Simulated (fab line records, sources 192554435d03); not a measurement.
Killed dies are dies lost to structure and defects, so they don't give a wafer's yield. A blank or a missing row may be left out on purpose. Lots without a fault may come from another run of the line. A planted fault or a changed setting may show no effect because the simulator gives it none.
Split-lot experiment | flow n5_finfet | 7 lots, 21 wafers read, on a route of 1938 steps

THE SPLIT
At N5_BEOL_M4_TRENCH_ETCH_37 (etches SiOC in C4F6/O2, target depth 55.555 nm, time 29.2 s), the setting time_s was moved away from the recipe's 29.2 s on 6 of the 21 wafers read, by -20.6% to +15.0%. The other wafers ran this setting at the recipe's value.

FROM THE SPLIT TO THE READING: what the file shows between them, 14 steps
- N5_BEOL_M4_ETCH_41: etches SiCN in CH3F/O2, target depth 29.9 nm, time 52.5 s
- N5_BEOL_M4_STRIP_97: strips in N2/H2, time 10 s
- N5_BEOL_M4_OCD_MEAS_38
- N5_BEOL_M4_ALD_84: deposits TaN, pulse time 2 s, purge time 3 s, co reactant purge time 2 s (also split here: ald_cycles)
- N5_BEOL_M4_SURFACE_TREAT_85
- N5_BEOL_M4_CVD_47: deposits Co from CCTBA/H2, target thk 3 nm, time 223.8 s
- N5_BEOL_M4_ECD_50: material Cu, target thk 300 nm
- N5_BEOL_M4_ANNEAL_51: time 90 s
- N5_BEOL_M4_CMP_52: polishes, stops on SiOC, t overpolish 6.8 s, target thk 40 nm
- N5_BEOL_M4_THK_MEAS_53: measures by xrf
- N5_BEOL_M4_PRE_CLEAN_60: time 15 s
- N5_BEOL_M4_CO_CAP_55: material Co, precursor CCTBA/H2, target thk 2 nm, time 102.1 s
- N5_BEOL_M4_PRE_CLEAN_56: time 15 s
- N5_BEOL_M4_DEP_57: deposits SiCN from 3MS/NH3, target thk 8 nm, time 14 s

THE READING
M4_RS, in ohm/sq, at N5_BEOL_M4_RS_MEAS_58 (measures by four-point-probe). Fault-free wafers of this fab line usually give 0.67 ohm/sq, standard deviation 0.043 ohm/sq.

wafer  | tool, chamber at the split | time_s as run, s | against the recipe | M4_RS, ohm/sq | against lot-mates on the recipe
L075.1 | rie_diel-04, 3             | 33.57            | +15.0%             | 0.53          | -0.18
L075.3 | rie_diel-04, 2             | 29.2             | recipe             | 0.70          | -
L075.5 | rie_diel-04, 3             | 29.2             | recipe             | 0.72          | -
L081.1 | rie_diel-03, 2             | 29.2             | recipe             | 0.72          | -
L081.2 | rie_diel-03, 3             | 29.2             | recipe             | 0.64          | -
L081.5 | rie_diel-03, 1             | 29.2             | recipe             | 0.65          | -
L085.1 | rie_diel-03, 1             | 29.2             | recipe             | 0.67          | -
L085.2 | rie_diel-03, 3             | 29.2             | recipe             | 0.62          | -
L085.5 | rie_diel-03, 0             | 24.96            | -14.5%             | 0.90          | +0.26
L086.2 | rie_diel-02, 2             | 29.2             | recipe             | 0.62          | -
L086.3 | rie_diel-02, 3             | 29.2             | recipe             | 0.60          | -
L086.5 | rie_diel-02, 0             | 29.2             | recipe             | 0.66          | -
L090.1 | rie_diel-04, 0             | 29.2             | recipe             | 0.66          | -
L090.3 | rie_diel-04, 3             | 29.2             | recipe             | 0.66          | -
L090.5 | rie_diel-04, 3             | 23.19            | -20.6%             | 1.06          | +0.40
L093.2 | rie_diel-04, 0             | 29.2             | recipe             | 0.65          | -
L093.4 | rie_diel-04, 1             | 29.2             | recipe             | 0.69          | -
L093.6 | rie_diel-04, 3             | 32.13            | +10.0%             | 0.55          | -0.12
L096.1 | rie_diel-04, 1             | 25.87            | -11.4%             | 0.81          | +0.10
L096.2 | rie_diel-04, 3             | 29.2             | recipe             | 0.71          | -
L096.3 | rie_diel-04, 0             | 25.87            | -11.4%             | 0.87          | +0.16

THE FIT
A straight line over all 21 wafers: M4_RS changes by -0.015 ohm/sq for each +1% of time_s; r = -0.94; the points scatter about the line by 0.043 ohm/sq.
The same after taking each lot's own level away (the mean of its wafers on the recipe; 21 wafers): -0.0153 ohm/sq for each +1%; r = -0.96; scatter 0.036 ohm/sq.
On that fit, the largest move of time_s shifts the reading by 0.31 ohm/sq.
The lots' own levels span 0.627 to 0.710 ohm/sq, that is 1.9 times the standard deviation above.
So the lot-to-lot level changes the slope little: the two slopes agree.
Check: with one of the wafers moved furthest among these (-20.6%) left out of the fit, the line predicts +0.275 ohm/sq for it against its lot-mates. It came out at +0.4 ohm/sq against them.

OTHER SPLITS ON THESE WAFERS
These wafers also went through other splits before the reading. Each is held against what the fit with the lots' levels taken away leaves over:
other split on the same wafers | wafers away from the commonest value | r with M4_RS (lot level and that fit taken away)
N5_BEOL_M2_DESCUM_33 time_s    | 7                                    | -0.22
N5_BEOL_M3_COAT_22 spin_rpm    | 11                                   | -0.30
N5_BEOL_M4_DESCUM_16 time_s    | 10                                   | +0.04
N5_BEOL_M4_ALD_84 ald_cycles   | 7                                    | -0.06

THE WHOLE CHAIN: every reading that the file lists as answering this split, in the file's order
step                      | what it does                                                  | reading                                                                      | change (the file's fit)               | r (the file's)
N5_BEOL_M4_TRENCH_ETCH_37 | etches SiOC in C4F6/O2, target depth 55.555 nm, time 29.2 s   | BEOL_M4.feature_depth_nm (the simulator's own value, which no gauge read)    | +0.566 nm for each +1% of the setting | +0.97
N5_BEOL_M4_TRENCH_ETCH_37 | etches SiOC in C4F6/O2, target depth 55.555 nm, time 29.2 s   | etch.depth_nm (the simulator's own value, which no gauge read)               | +0.563 nm for each +1% of the setting | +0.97
N5_BEOL_M4_OCD_MEAS_38    |                                                               | trench_depth_nm                                                              | +0.575 nm for each +1% of the setting | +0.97
N5_BEOL_M4_CMP_52         | polishes, stops on SiOC, t overpolish 6.8 s, target thk 40 nm | Cu_of_BEOL_M4_ECD_50.thk_nm (the simulator's own value, which no gauge read) | +0.602 nm for each +1% of the setting | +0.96
N5_BEOL_M4_THK_MEAS_53    | measures by xrf                                               | M4_THK                                                                       | +0.616 for each +1% of the setting    | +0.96
N5_BEOL_M4_RS_MEAS_58     | measures by four-point-probe                                  | M4_RS                                                                        | -0.0159 for each +1% of the setting   | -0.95

THE FILE'S OWN FIT
M4_RS changes by -0.0159 ohm/sq for each +1% of time_s, r = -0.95.
